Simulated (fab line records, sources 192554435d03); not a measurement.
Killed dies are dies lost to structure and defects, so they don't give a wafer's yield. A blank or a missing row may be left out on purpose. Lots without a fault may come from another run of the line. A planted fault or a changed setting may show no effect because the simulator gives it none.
fab line records | flow n5_finfet
record lots=5 wafers=15 last_day=17
route steps=1938 shown MOL_CONTACT_COAG@560
lots that met no fault: from a run of the same line without faults
start_h: hours from the record's first day to the start of the lot's first wafer shown | wait_h: hours since the lot's step before | " the same as in the row above | L1.1+2: a row that stands for several wafers | - no value, or no start given | * or withheld: withheld | < > ~ a bound
route shown NAME@n: a module of which the file shows steps, and the number in the route of the first | usual: mean/standard deviation of fault-free wafers | same: alike in all rows | chamber/n: place in a boat | sites: the reading at each site | _std_site: their standard deviation | _edge_site: outer sites' mean less inner sites' | radius_mm: how far each site lies from the wafer's centre | mask NAME#n: copy n | behind: the tool/chamber that last shaped the wafer | hold: why the lot was held/for how many hours/how that ended | device: the transistor (n, p or np) that didn't switch | end of line: the same wafers' tests at the end of the route | a step without rows: its recipe alone | killed: dies lost to structure and defects at the first sort, not the wafer's yield | map: a wafer's dies, x killed, . not, _ none there
set.NAME: the setting as run; set.NAME@STEP: as run at that earlier step | model.NAME: the simulator's own value behind a step, which no gauge read
lots at some steps of the route; a table a step, a row a wafer
services: from which hour (start_h, from the record's first day; less than 0 if before it) a tool's chamber was out of use, for how many hours, and why
## steps
# step N5_MOL_CONTACT_COAG_CMP_28
# recipe stop_on=SiNx t_overpolish_s=0.85 post_cmp_clean=alkaline_brush down_force_psi=4.15 platen_rpm=51.8 pad_velocity_m_s=1.0307 target_thk_nm=14.522
# usual motor_current_A=12.6/0.78 time_to_endpoint_s=3.7/1.9
# columns lot.wafer tool chamber start_h wait_h motor_current_A time_to_endpoint_s
L075.2 cmp-04 3 105.18 0.9 12.5 3.7
L075.5 " 0 " " 10.8 4.3
L075.6 " 1 " " 12.3 3.1
L083.3 cmp-02 2 153.89 0.8 12.6 5.8
L083.1 " 0 " " 13.1 5.4
L083.6 " 1 " " 12.2 3.3
L085.1 cmp-04 0 167.43 0.9 11.4 0.0
L085.5 " 2 " " 13.0 3.3
L085.6 " 3 " " 12.6 3.2
L094.3 cmp-04 3 218.82 0.8 12.4 3.3
L094.2 " 0 " " 11.2 1.0
L094.5 " 3 " " 12.1 4.8
L097.2 cmp-03 2 233.28 0.8 13.7 5.9
L097.1 " 1 " " 12.4 5.2
L097.5 " 2 " " 13.3 6.5
# step N5_MOL_CONTACT_COAG_THK_MEAS_29
# recipe reads=SiNx_of_GATE_CUT_PECVD_57+SiNx_of_GATE_CUT_SAC_CAP_01
# usual MD_CAP_THK=17.94/0.079
# columns lot.wafer tool chamber start_h wait_h MD_CAP_THK[nm]
L075.2 film_metro-02 - 105.36 - 17.91
L075.5 " - " " 17.96
L075.6 " - " " 17.93
L083.1 film_metro-02 - 154.15 - 17.91
L083.3 " - " " 18.00
L083.6 " - " " 17.81
L085.1 film_metro-02 - 167.64 - 18.01
L085.5 " - " " 17.97
L085.6 " - " " 17.99
L094.2 film_metro-01 - 219.12 - 17.82
L094.3 " - " " 17.96
L094.5 " - " " 17.86
L097.1 film_metro-02 - 233.58 - 17.81
L097.2 " - " " 17.94
L097.5 " - " " 17.95
# step N5_MOL_CONTACT_COAG_ALD_123
# recipe material=SiNx target_thk_a=50 temp_c=400 ald_precursor_family=SiH2I2 ald_co_reactant=N2/H2-plasma pulse_time_s=1 purge_time_s=2 co_reactant_purge_time_s=2 ald_cycles=100 pressure_torr=2
# usual heater_power_w=834/88 precursor_pulse_height_rel=1.000/0.02
# same co_reactant_purge_time_s=2
# columns lot.wafer tool chamber start_h wait_h heater_power_w precursor_pulse_height_rel since_wet_clean_h
L075.2 ald_sin-03 0 106.83 1.5 821 1.024 205
L075.5 " 2 " " 978 0.978 -
L075.6 " 3 " " 747 0.988 -
L083.1 ald_sin-02 3 154.18 0.0 852 0.964 55
L083.3 " 2 " " 811 0.989 55
L083.6 " 3 " " 822 1.041 -
L085.1 ald_sin-03 1 168.75 1.1 949 0.974 266
L085.5 " 2 " " 992 1.010 -
L085.6 " 3 " " 732 0.987 -
L094.2 ald_sin-01 0 219.22 0.1 750 1.008 212
L094.3 " 1 " " 826 0.994 212
L094.5 " 3 " " 759 0.973 -
L097.1 ald_sin-01 0 233.92 0.3 758 1.005 226
L097.2 " 3 " " 762 0.989 226
L097.5 " 2 " " 732 0.991 -
# step N5_MOL_CONTACT_COAG_PECVD_31
# recipe material=SiO2 target_thk_a=460 temp_c=400 precursor=TEOS/O2 pressure_torr=6.5 rf_w=withheld teos_flow_sccm=withheld gas=O2 flow_sccm=2650 time_s=8.9
# columns lot.wafer tool chamber start_h wait_h
L075.2+5+6 pecvd-03 1,0,1 107.33 0.3
L083.1+3+6 pecvd-03 0,1,0 154.69 0.3
L085.1+5+6 pecvd-04 1,2,0 169.25 0.3
L094.2+3+5 pecvd-03 0,2,2 219.72 0.3
L097.1+2+5 pecvd-01 1,0,1 234.42 0.3
# step N5_MOL_CONTACT_COAG_COAT_75
# recipe resist=SOC temp_c=250 time_s=60 spin_rpm=1500 resist_thk_nm=60
# usual resist_line_temp_C=23.00/0.096
# columns lot.wafer tool chamber start_h wait_h resist_line_temp_C
L075.2 litho_track-04 0 107.39 0.0 22.92
L075.5 " 0 " " 22.95
L075.6 " 0 " " 23.00
L083.1 litho_track-04 0 154.75 0.0 23.04
L083.3 " 0 " " 22.97
L083.6 " 0 " " 22.92
L085.1 litho_track-04 0 169.31 0.0 22.92
L085.5 " 0 " " 22.93
L085.6 " 0 " " 22.94
L094.2 litho_track-02 0 219.78 0.0 23.11
L094.3 " 0 " " 22.99
L094.5 " 0 " " 23.07
L097.1 litho_track-02 0 234.48 0.0 22.94
L097.2 " 0 " " 22.98
L097.5 " 0 " " 23.03
# step N5_MOL_CONTACT_COAG_COAT_76
# recipe resist=SiARC temp_c=220 time_s=60 spin_rpm=1500 resist_thk_nm=10
# usual resist_line_temp_C=22.98/0.12
# columns lot.wafer tool chamber start_h wait_h resist_line_temp_C
L075.2 litho_track-04 0 - - 23.16
L075.5 " 0 " " 23.00
L075.6 " 0 " " 23.01
L083.1 litho_track-04 0 - - 23.07
L083.3 " 0 " " 22.95
L083.6 " 0 " " 22.99
L085.1 litho_track-04 0 - - 22.98
L085.5 " 0 " " 22.92
L085.6 " 0 " " 23.00
L094.2 litho_track-02 0 - - 22.99
L094.3 " 0 " " 23.10
L094.5 " 0 " " 23.26
L097.1 litho_track-02 0 - - 22.97
L097.2 " 0 " " 23.04
L097.5 " 0 " " 23.03
# step N5_MOL_CONTACT_COAG_COAT_77
# recipe resist=underlayer temp_c=205 time_s=60 spin_rpm=1500 resist_thk_nm=10
# usual resist_line_temp_C=22.99/0.12
# columns lot.wafer tool chamber start_h wait_h resist_line_temp_C
L075.2 litho_track-04 0 - - 23.08
L075.5 " 0 " " 22.96
L075.6 " 0 " " 23.03
L083.1 litho_track-04 0 - - 23.21
L083.3 " 0 " " 23.08
L083.6 " 0 " " 23.08
L085.1 litho_track-04 0 - - 23.08
L085.5 " 0 " " 22.78
L085.6 " 0 " " 23.13
L094.2 litho_track-02 0 - - 23.03
L094.3 " 0 " " 23.10
L094.5 " 0 " " 23.18
L097.1 litho_track-02 0 - - 23.06
L097.2 " 0 " " 23.10
L097.5 " 0 " " 23.07
# step N5_MOL_CONTACT_COAG_COAT_78
# recipe resist=CAR-EUV spin_rpm=1500 resist_thk_nm=40
# usual resist_line_temp_C=23.00/0.09
# columns lot.wafer tool chamber start_h wait_h resist_line_temp_C
L075.2 litho_track-04 0 - - 23.05
L075.5 " 0 " " 23.11
L075.6 " 0 " " 22.97
L083.1 litho_track-04 0 - - 23.00
L083.3 " 0 " " 22.94
L083.6 " 0 " " 22.99
L085.1 litho_track-04 0 - - 22.97
L085.5 " 0 " " 23.04
L085.6 " 0 " " 22.95
L094.2 litho_track-02 0 - - 23.08
L094.3 " 0 " " 23.10
L094.5 " 0 " " 22.98
L097.1 litho_track-02 0 - - 23.09
L097.2 " 0 " " 23.01
L097.5 " 0 " " 23.09
# step N5_MOL_CONTACT_COAG_EBR_80
# recipe solvent=PGMEA ebr_width_mm=1.5
# usual resist_line_temp_C=23.01/0.096
# columns lot.wafer tool chamber start_h wait_h resist_line_temp_C
L075.2 litho_track-04 0 - - 23.02
L075.5 " 0 " " 23.00
L075.6 " 0 " " 23.10
L083.1 litho_track-04 0 - - 23.00
L083.3 " 0 " " 23.13
L083.6 " 0 " " 22.93
L085.1 litho_track-04 0 - - 22.93
L085.5 " 0 " " 23.09
L085.6 " 0 " " 22.93
L094.2 litho_track-02 0 - - 23.04
L094.3 " 0 " " 23.01
L094.5 " 0 " " 23.07
L097.1 litho_track-02 0 - - 22.94
L097.2 " 0 " " 23.17
L097.5 " 0 " " 23.11
# step N5_MOL_CONTACT_COAG_SOFTBAKE_79
# recipe temp_c=110 time_s=60 resist=CAR-EUV
# usual resist_line_temp_C=23.01/0.1
# columns lot.wafer tool chamber start_h wait_h resist_line_temp_C
L075.2 litho_track-04 0 - - 23.05
L075.5 " 0 " " 23.06
L075.6 " 0 " " 22.93
L083.1 litho_track-04 0 - - 23.14
L083.3 " 0 " " 23.22
L083.6 " 0 " " 23.10
L085.1 litho_track-04 0 - - 22.95
L085.5 " 0 " " 23.04
L085.6 " 0 " " 23.01
L094.2 litho_track-02 0 - - 23.03
L094.3 " 0 " " 23.15
L094.5 " 0 " " 23.21
L097.1 litho_track-02 0 - - 22.94
L097.2 " 0 " " 23.01
L097.5 " 0 " " 23.01
# step N5_MOL_CONTACT_COAG_EXPOSE_81
# recipe mask_id=VG na=0.33 source_shape=annular sigma_inner=0.3 sigma_outer=0.7 polarization=unpolarized defocus_nm=0 dose_mj=59.5
# usual stage_msd_nm=0.820/0.0079
# same sigma_outer=0.7
# columns lot.wafer tool chamber start_h wait_h mask stage_msd_nm
L075.2 euv_scanner-02 0 107.66 - VG#0 0.815
L075.5 " 0 " " VG#0 0.810
L075.6 " 0 " " VG#0 0.816
L083.1 euv_scanner-02 0 154.88 - VG#0 0.819
L083.3 " 0 " " VG#0 0.819
L083.6 " 0 " " VG#0 0.821
L085.1 euv_scanner-02 0 169.45 - VG#0 0.820
L085.5 " 0 " " VG#0 0.820
L085.6 " 0 " " VG#0 0.820
L094.2 euv_scanner-01 0 219.92 - VG#0 0.812
L094.3 " 0 " " VG#0 0.806
L094.5 " 0 " " VG#0 0.809
L097.1 euv_scanner-02 0 234.74 - VG#0 0.843
L097.2 " 0 " " VG#0 0.841
L097.5 " 0 " " VG#0 0.841
# step N5_MOL_CONTACT_COAG_PEB_82
# recipe peb_temp_c=100 peb_time_s=60 resist=CAR-EUV
# usual resist_line_temp_C=23.00/0.11
# columns lot.wafer tool chamber start_h wait_h resist_line_temp_C
L075.2 litho_track-05 0 107.73 0.1 23.02
L075.5 " 0 " " 23.05
L075.6 " 0 " " 23.11
L083.1 litho_track-05 0 154.96 0.1 23.05
L083.3 " 0 " " 23.11
L083.6 " 0 " " 23.01
L085.1 litho_track-02 0 169.52 0.1 23.22
L085.5 " 0 " " 22.99
L085.6 " 0 " " 23.16
L094.2 litho_track-05 0 219.99 0.1 22.88
L094.3 " 0 " " 23.00
L094.5 " 0 " " 23.08
L097.1 litho_track-05 0 234.81 0.1 23.06
L097.2 " 0 " " 23.00
L097.5 " 0 " " 23.05
# step N5_MOL_CONTACT_COAG_DEVELOP_83
# recipe develop_time_s=30 developer=TMAH resist=CAR-EUV rinse_liquid=surfactant_rinse dry=air_spin dev_temp_c=23
# usual resist_line_temp_C=22.98/0.11
# columns lot.wafer tool chamber start_h wait_h resist_line_temp_C
L075.2 litho_track-05 0 - - 23.00
L075.5 " 0 " " 22.80
L075.6 " 0 " " 22.77
L083.1 litho_track-05 0 - - 23.08
L083.3 " 0 " " 23.01
L083.6 " 0 " " 23.01
L085.1 litho_track-02 0 - - 22.95
L085.5 " 0 " " 22.92
L085.6 " 0 " " 22.92
L094.2 litho_track-05 0 - - 22.88
L094.3 " 0 " " 22.74
L094.5 " 0 " " 22.87
L097.1 litho_track-05 0 - - 23.21
L097.2 " 0 " " 23.19
L097.5 " 0 " " 23.22
# step N5_MOL_CONTACT_COAG_CD_MEAS_84
# recipe target_cd_nm=25.1 landing_energy_ev=500 detector=se_inlens polarity=opening
# usual cd_nm=25.09/0.23
# columns lot.wafer tool chamber start_h wait_h cd_nm
L075.2 cd_sem-02 0 107.79 - 25.39
L075.5 " 0 " " 24.93
L075.6 " 0 " " 25.22
L083.1 cd_sem-03 0 155.03 - 25.25
L083.3 " 0 " " 25.76
L083.6 " 0 " " 25.09
L085.1 cd_sem-01 0 169.59 - 25.43
L085.5 " 0 " " 24.92
L085.6 " 0 " " 25.42
L094.2 cd_sem-03 0 220.06 - 24.90
L094.3 " 0 " " 24.64
L094.5 " 0 " " 25.10
L097.1 cd_sem-03 0 234.88 - 25.06
L097.2 " 0 " " 25.26
L097.5 " 0 " " 25.11
# step N5_MOL_CONTACT_COAG_OVL_MEAS_85
# recipe points_per_wafer=522
# usual VG_OVL=0.4/0.62
# columns lot.wafer tool chamber start_h wait_h VG_OVL[nm]
L075.2 overlay-01 0 107.84 0.0 0.4
L075.5 " 0 " " 1.1
L075.6 " 0 " " 0.7
L083.1 overlay-01 0 155.06 0.0 0.3
L083.3 " 0 " " 0.4
L083.6 " 0 " " 0.9
L085.1 overlay-01 0 169.62 0.0 0.9
L085.5 " 0 " " 0.5
L085.6 " 0 " " 0.8
L094.2 overlay-02 0 220.10 0.0 0.6
L094.3 " 0 " " 0.6
L094.5 " 0 " " 0.5
L097.1 overlay-01 0 234.91 0.0 1.0
L097.2 " 0 " " 1.2
L097.5 " 0 " " 0.9
# step N5_MOL_CONTACT_COAG_INSPECT_57
# recipe mode=adi inspect_instrument=brightfield
# usual raw_defect_count=208/59
# columns lot.wafer tool chamber start_h wait_h raw_defect_count
L075.2 defect_inspect-02 - 107.89 0.0 168
L075.5 " - " " 153
L075.6 " - " " 89
L083.1 defect_inspect-01 - 155.11 0.1 143
L083.3 " - " " 208
L083.6 " - " " 262
L085.1 defect_inspect-01 - 169.68 0.1 162
L085.5 " - " " 121
L085.6 " - " " 240
L094.2 defect_inspect-01 - 220.15 0.0 163
L094.3 " - " " 236
L094.5 " - " " 110
L097.1 defect_inspect-01 - 234.97 0.1 271
L097.2 " - " " 205
L097.5 " - " " 204
# step N5_MOL_CONTACT_COAG_DESCUM_88
# recipe chemistry=O2 time_s=7 source_power_w=50 bias_power_w=20 pressure_mtorr=20 rf_frequency_hz=2.712e+07 temp_c=40 resist=CAR-EUV o2_flow_sccm=225
# usual chamber_pressure_mTorr=20.000/0.02 drypump_motor_current_A=5.7/0.51 oes_product_au=0.78/0.077 rf_vpp_V=242.8/1.4 showerhead_plenum_p_Torr=2.08/0.068 throttle_valve_pct=20.53/0.18
# columns lot.wafer tool chamber start_h wait_h chamber_pressure_mTorr drypump_motor_current_A oes_product_au rf_hours_counter_h rf_vpp_V showerhead_plenum_p_Torr throttle_valve_pct
L075.2 rie_diel-05 2 107.94 0.1 19.985 6.5 0.83 102 243.0 2.11 20.28
L075.5 " 2 " " 19.990 6.5 0.84 - 243.4 2.11 20.29
L075.6 " 1 " " 20.025 6.1 0.77 - 241.2 1.98 20.58
L083.1 rie_diel-05 0 155.15 0.0 19.992 5.7 0.75 173 244.2 2.09 20.80
L083.3 " 3 " " 19.981 5.4 0.76 159 241.4 2.09 20.48
L083.6 " 2 " " 19.987 6.5 0.80 - 241.1 2.10 20.32
L085.1 rie_diel-06 3 169.73 0.0 19.992 5.1 0.93 12 243.3 2.06 20.31
L085.5 " 1 " " 19.981 5.6 0.73 - 240.1 1.92 20.75
L085.6 " 2 " " 20.016 5.6 0.92 - 244.9 2.14 20.26
L094.2 rie_diel-06 3 220.20 0.1 20.014 5.1 0.89 26 242.7 2.06 20.34
L094.3 " 1 " " 20.029 5.6 0.72 196 240.7 1.92 20.76
L094.5 " 0 " " 20.009 6.4 1.02 - 242.5 2.05 20.17
L097.1 rie_diel-05 3 235.18 0.2 19.995 5.4 0.74 187 243.5 2.08 20.53
L097.2 " 2 " " 19.976 6.5 0.78 148 242.2 2.09 20.37
L097.5 " 0 " " 20.040 5.7 0.72 - 243.2 2.08 20.85
# step N5_MOL_CONTACT_COAG_ETCH_89
# recipe chemistry=N2/H2 target=underlayer target_depth_a=130 mask_material=CAR-EUV time_s=10.4 ion_energy_ev=200 pressure_mtorr=30 source_w=840 bias_w=150 n2_flow_sccm=200 h2_flow_sccm=200 ends=cleared
# usual chamber_pressure_mTorr=30.000/0.028 drypump_motor_current_A=5.7/0.51 etch_rf_on_time_s=10.23/0.29 oes_product_au=0.67/0.067 rf_vpp_V=523.2/2.5 showerhead_plenum_p_Torr=2.52/0.083 throttle_valve_pct=17.93/0.23
# columns lot.wafer tool chamber start_h wait_h chamber_pressure_mTorr drypump_motor_current_A etch_rf_on_time_s oes_product_au rf_hours_counter_h rf_vpp_V showerhead_plenum_p_Torr throttle_valve_pct
L075.2 rie_diel-05 2 107.98 0.0 30.016 6.5 10.05 0.71 102 524.4 2.57 17.75
L075.5 " 2 " " 30.021 6.5 9.90 0.72 - 524.6 2.57 17.74
L075.6 " 1 " " 30.009 6.2 9.78 0.66 - 521.2 2.42 18.05
L083.1 rie_diel-05 0 155.18 0.0 30.033 5.7 10.59 0.63 173 523.3 2.53 18.25
L083.3 " 3 " " 30.047 5.4 9.95 0.67 159 523.1 2.52 17.69
L083.6 " 2 " " 30.041 6.5 10.26 0.69 - 524.8 2.56 17.78
L085.1 rie_diel-06 3 169.76 0.0 30.032 5.1 10.01 0.80 12 522.8 2.49 17.72
L085.5 " 1 " " 29.978 5.6 10.17 0.64 - 517.3 2.31 17.94
L085.6 " 2 " " 29.983 5.6 9.99 0.79 - 524.9 2.58 17.48
L094.2 rie_diel-06 3 220.24 0.0 30.013 5.1 10.11 0.77 26 521.5 2.49 17.73
L094.3 " 1 " " 29.960 5.6 10.30 0.62 196 518.1 2.31 17.96
L094.5 " 0 " " 30.000 6.5 10.51 0.86 - 522.9 2.51 17.79
L097.1 rie_diel-05 3 235.21 0.0 30.019 5.4 9.79 0.66 187 524.3 2.51 17.73
L097.2 " 2 " " 29.988 6.5 10.12 0.67 148 524.8 2.55 17.84
L097.5 " 0 " " 29.927 5.7 10.67 0.61 - 521.9 2.52 18.31
# step N5_MOL_CONTACT_COAG_ETCH_90
# recipe chemistry=CF4 target=SiARC target_depth_a=130 mask_material=CAR-EUV time_s=21.7 ion_energy_ev=80 pressure_mtorr=40 source_w=545 bias_w=36 Ar_flow_sccm=100 cf4_flow_sccm=100 ends=cleared
# usual chamber_pressure_mTorr=40.01/0.038 drypump_motor_current_A=5.7/0.51 etch_rf_on_time_s=21.3/0.66 oes_product_au=0.67/0.067 rf_vpp_V=183.8/1.2 showerhead_plenum_p_Torr=2.12/0.066 throttle_valve_pct=15.68/0.2
# columns lot.wafer tool chamber start_h wait_h chamber_pressure_mTorr drypump_motor_current_A etch_rf_on_time_s oes_product_au rf_hours_counter_h rf_vpp_V showerhead_plenum_p_Torr throttle_valve_pct
L075.2 rie_diel-05 2 108.00 0.0 39.99 6.5 20.8 0.71 102 183.9 2.15 15.46
L075.5 " 2 " " 39.96 6.5 20.9 0.71 - 184.8 2.14 15.46
L075.6 " 1 " " 40.05 6.1 20.1 0.66 - 184.8 2.04 15.89
L083.1 rie_diel-05 0 155.20 0.0 40.04 5.8 22.0 0.63 173 183.1 2.12 15.87
L083.3 " 3 " " 40.00 5.4 20.5 0.67 159 183.7 2.13 15.59
L083.6 " 2 " " 39.99 6.5 21.2 0.69 - 183.5 2.14 15.49
L085.1 rie_diel-06 3 169.78 0.0 40.04 5.1 21.1 0.79 12 183.9 2.10 15.36
L085.5 " 1 " " 39.99 5.6 21.5 0.63 - 182.1 1.97 15.82
L085.6 " 2 " " 40.01 5.6 20.6 0.79 - 184.4 2.18 15.32
L094.2 rie_diel-06 3 220.26 0.0 40.03 5.1 21.0 0.77 26 182.0 2.09 15.38
L094.3 " 1 " " 40.03 5.6 21.6 0.61 196 180.5 1.97 15.85
L094.5 " 0 " " 40.06 6.4 21.9 0.86 - 182.6 2.10 15.27
L097.1 rie_diel-05 3 235.23 0.0 39.96 5.4 20.5 0.65 187 183.9 2.12 15.63
L097.2 " 2 " " 40.07 6.5 21.4 0.66 148 183.8 2.13 15.56
L097.5 " 0 " " 39.99 5.7 22.0 0.61 - 184.4 2.11 15.94
# step N5_MOL_CONTACT_COAG_ALD_131
# recipe material=SiO2 target_thk_a=50 temp_c=100 ald_precursor_family=BDEAS ald_co_reactant=O2-plasma pulse_time_s=1 co_reactant_pulse_time_s=1 purge_time_s=2 co_reactant_purge_time_s=2 ald_cycles=35 pressure_torr=2
# usual heater_power_w=76/6.4 precursor_pulse_height_rel=1.001/0.02
# same co_reactant_purge_time_s=2
# columns lot.wafer tool chamber start_h wait_h heater_power_w precursor_pulse_height_rel since_wet_clean_h
L075.2 ald_sin-02 2 108.08 0.1 75 1.017 9
L075.5 " 1 " " 83 0.985 -
L075.6 " 0 " " 75 0.974 -
L083.1 ald_sin-01 3 155.79 0.6 70 0.980 148
L083.3 " 1 " " 77 1.003 148
L083.6 " 3 " " 69 1.005 -
L085.1 ald_sin-03 0 169.86 0.1 78 0.983 268
L085.5 " 1 " " 87 1.005 -
L085.6 " 0 " " 77 1.015 -
L094.2 ald_sin-01 2 220.34 0.1 67 0.975 213
L094.3 " 0 " " 70 0.978 213
L094.5 " 3 " " 73 0.989 -
L097.1 ald_sin-03 2 235.31 0.1 87 1.013 333
L097.2 " 3 " " 70 1.008 333
L097.5 " 1 " " 89 0.992 -
# step N5_MOL_CONTACT_COAG_ETCHBACK_132
# recipe chemistry=CHF3 target=SiO2 target_depth_a=100 time_s=6.7 ion_energy_ev=200 pressure_mtorr=30 source_w=610 bias_w=170 Ar_flow_sccm=200 CHF3_flow_sccm=50
# usual chamber_pressure_mTorr=30.004/0.029 drypump_motor_current_A=5.6/0.56 oes_product_au=0.78/0.075 rf_vpp_V=524/13 showerhead_plenum_p_Torr=2.36/0.083 throttle_valve_pct=18.82/0.19
# columns lot.wafer tool chamber start_h wait_h chamber_pressure_mTorr drypump_motor_current_A oes_product_au rf_hours_counter_h rf_vpp_V showerhead_plenum_p_Torr throttle_valve_pct
L075.2 rie_diel-04 1 108.26 0.1 30.031 5.8 0.92 15 504 2.44 18.91
L075.5 " 0 " " 30.040 6.0 0.77 - 518 2.49 18.81
L075.6 " 3 " " 29.977 4.9 0.75 - 527 2.30 18.92
L083.1 rie_diel-06 0 156.19 0.3 30.043 6.4 0.68 238 520 2.36 18.89
L083.3 " 2 " " 29.969 5.6 0.93 19 525 2.41 18.39
L083.6 " 0 " " 30.035 6.4 0.67 - 522 2.36 18.87
L085.1 rie_diel-06 0 170.04 0.1 29.987 6.4 0.68 241 521 2.35 18.87
L085.5 " 2 " " 30.008 5.6 0.92 - 526 2.41 18.39
L085.6 " 3 " " 30.026 5.1 0.93 - 527 2.34 18.52
L094.2 rie_diel-04 2 220.52 0.1 29.997 4.9 0.69 218 539 2.45 18.85
L094.3 " 0 " " 29.987 6.1 0.73 147 518 2.48 18.88
L094.5 " 2 " " 29.999 4.9 0.70 - 536 2.45 18.87
L097.1 rie_diel-06 3 235.53 0.1 29.979 5.1 0.88 30 528 2.33 18.57
L097.2 " 1 " " 30.074 5.6 0.72 202 514 2.18 18.98
L097.5 " 3 " " 29.967 5.1 0.90 - 528 2.33 18.57
# step N5_MOL_CONTACT_COAG_ETCH_91
# recipe chemistry=N2/H2 target=SOC target_depth_a=600 overetch_a=210 mask_material=SiARC temp_c=40 time_s=101.2 ion_energy_ev=200 pressure_mtorr=30 source_w=840 bias_w=150 n2_flow_sccm=200 h2_flow_sccm=200
# usual chamber_pressure_mTorr=30.000/0.026 drypump_motor_current_A=5.7/0.55 oes_product_au=0.65/0.058 rf_vpp_V=523.5/2.6 showerhead_plenum_p_Torr=2.53/0.091 throttle_valve_pct=17.92/0.21
# columns lot.wafer tool chamber start_h wait_h chamber_pressure_mTorr drypump_motor_current_A oes_product_au rf_hours_counter_h rf_vpp_V showerhead_plenum_p_Torr throttle_valve_pct
L075.2 rie_diel-04 1 108.29 0.0 30.003 5.8 0.78 15 526.0 2.60 17.97
L075.5 " 0 " " 30.002 6.0 0.64 - 526.0 2.68 18.08
L075.6 " 3 " " 29.999 4.9 0.62 - 519.8 2.45 18.04
L083.1 rie_diel-06 0 156.22 0.0 30.012 6.5 0.57 238 522.7 2.52 18.14
L083.3 " 2 " " 29.974 5.6 0.76 19 525.5 2.58 17.42
L083.6 " 0 " " 30.028 6.5 0.57 - 522.3 2.52 18.14
L085.1 rie_diel-06 0 170.07 0.0 30.045 6.4 0.57 241 524.5 2.52 18.17
L085.5 " 2 " " 30.000 5.6 0.76 - 524.4 2.58 17.42
L085.6 " 3 " " 29.985 5.1 0.76 - 523.0 2.49 17.69
L094.2 rie_diel-04 2 220.55 0.0 30.002 4.9 0.59 218 525.1 2.62 17.89
L094.3 " 0 " " 30.017 6.0 0.62 147 526.3 2.67 18.13
L094.5 " 2 " " 29.975 4.9 0.59 - 524.3 2.62 17.90
L097.1 rie_diel-06 3 235.56 0.0 30.003 5.1 0.72 30 522.5 2.49 17.69
L097.2 " 1 " " 29.968 5.6 0.60 202 518.6 2.31 17.94
L097.5 " 3 " " 29.992 5.1 0.73 - 521.3 2.49 17.69
# step N5_MOL_CONTACT_COAG_STRIP_92
# recipe chemistry=N2/H2 temp_c=40 n2_flow_sccm=200 h2_flow_sccm=200 rf_frequency_hz=6e+07
# columns lot.wafer tool chamber start_h wait_h
L075.2+5+6 rie_diel-04 1,0,3 108.36 0.0
L083.1+3+6 rie_diel-06 0,2,0 156.29 0.0
L085.1+5+6 rie_diel-06 0,2,3 170.14 0.0
L094.2+3+5 rie_diel-04 2,0,2 220.62 0.0
L097.1+2+5 rie_diel-06 3,1,3 235.63 0.0
# step N5_MOL_CONTACT_COAG_STRIP_93
# recipe chemistry=N2/H2 temp_c=40 n2_flow_sccm=200 h2_flow_sccm=200 rf_frequency_hz=6e+07
# columns lot.wafer tool chamber start_h wait_h
L075.2+5+6 rie_diel-04 1,0,3 108.37 0.0
L083.1+3+6 rie_diel-06 0,2,0 156.30 0.0
L085.1+5+6 rie_diel-06 0,2,3 170.15 0.0
L094.2+3+5 rie_diel-04 2,0,2 220.63 0.0
L097.1+2+5 rie_diel-06 3,1,3 235.64 0.0
# step N5_MOL_CONTACT_COAG_ETCHBACK_135
# recipe chemistry=CHF3 target=SiO2 target_depth_a=250 time_s=16.7 ion_energy_ev=200 pressure_mtorr=30 source_w=610 bias_w=170 Ar_flow_sccm=200 CHF3_flow_sccm=50
# usual chamber_pressure_mTorr=30.004/0.027 drypump_motor_current_A=5.6/0.55 oes_product_au=0.78/0.076 rf_vpp_V=524/12 showerhead_plenum_p_Torr=2.36/0.083 throttle_valve_pct=18.81/0.18
# columns lot.wafer tool chamber start_h wait_h chamber_pressure_mTorr drypump_motor_current_A oes_product_au rf_hours_counter_h rf_vpp_V showerhead_plenum_p_Torr throttle_valve_pct
L075.2 rie_diel-04 1 108.38 0.0 29.989 5.8 0.93 15 503 2.44 18.94
L075.5 " 0 " " 29.985 6.0 0.77 - 519 2.49 18.85
L075.6 " 3 " " 30.002 4.9 0.75 - 527 2.30 18.94
L083.1 rie_diel-06 0 156.31 0.0 29.989 6.4 0.67 238 520 2.36 18.88
L083.3 " 2 " " 29.972 5.6 0.93 19 524 2.41 18.37
L083.6 " 0 " " 29.995 6.4 0.67 - 521 2.36 18.88
L085.1 rie_diel-06 0 170.16 0.0 30.012 6.4 0.67 241 522 2.35 18.86
L085.5 " 2 " " 30.001 5.6 0.93 - 526 2.41 18.38
L085.6 " 3 " " 30.019 5.1 0.94 - 527 2.34 18.52
L094.2 rie_diel-04 2 220.64 0.0 29.995 4.8 0.69 218 535 2.45 18.87
L094.3 " 0 " " 29.999 6.0 0.74 147 519 2.48 18.91
L094.5 " 2 " " 30.041 4.8 0.69 - 535 2.45 18.86
L097.1 rie_diel-06 3 235.65 0.0 30.015 5.1 0.90 30 527 2.33 18.55
L097.2 " 1 " " 30.017 5.6 0.72 202 514 2.18 18.96
L097.5 " 3 " " 30.005 5.1 0.89 - 526 2.33 18.55
# step N5_MOL_CONTACT_COAG_STRIP_118
# recipe chemistry=CHF3 resist=SiARC rf_frequency_hz=6e+07
# columns lot.wafer tool chamber start_h wait_h
L075.2+5+6 rie_diel-04 1,0,3 108.40 0.0
L083.1+3+6 rie_diel-06 0,2,0 156.34 0.0
L085.1+5+6 rie_diel-06 0,2,3 170.19 0.0
L094.2+3+5 rie_diel-04 2,0,2 220.67 0.0
L097.1+2+5 rie_diel-06 3,1,3 235.68 0.0
## services
# columns tool chamber start_h hours kind
rie_diel-06 0 82.55 4.1 repair
euv_scanner-02 - 84.19 0.3 repair
ald_sin-02 - 85.25 14.0 pm
pecvd-03 - 85.89 2.8 pm
rie_diel-05 1 93.73 1.5 repair
euv_scanner-02 - 108.10 1.0 pm
cmp-04 - 126.40 0.5 repair
rie_diel-05 - 130.49 0.3 repair
euv_scanner-02 - 130.51 0.4 repair
cmp-04 - 132.51 3.9 repair
ald_sin-03 - 154.15 14.6 pm
ald_sin-01 3 161.83 3.1 repair
euv_scanner-02 - 164.25 1.0 pm
rie_diel-04 0 167.03 32.6 repair
cmp-04 - 168.52 7.0 pm
rie_diel-04 3 191.39 5.6 repair
ald_sin-03 0 199.02 5.4 repair
cmp-04 - 202.78 8.0 repair
rie_diel-05 - 219.24 0.6 repair
euv_scanner-02 - 220.40 1.0 pm
ald_sin-01 - 221.64 1.3 repair
rie_diel-06 - 226.50 4.3 pm
euv_scanner-02 - 229.57 4.6 pm
ald_sin-01 1 233.76 3.6 repair
## key
fault none
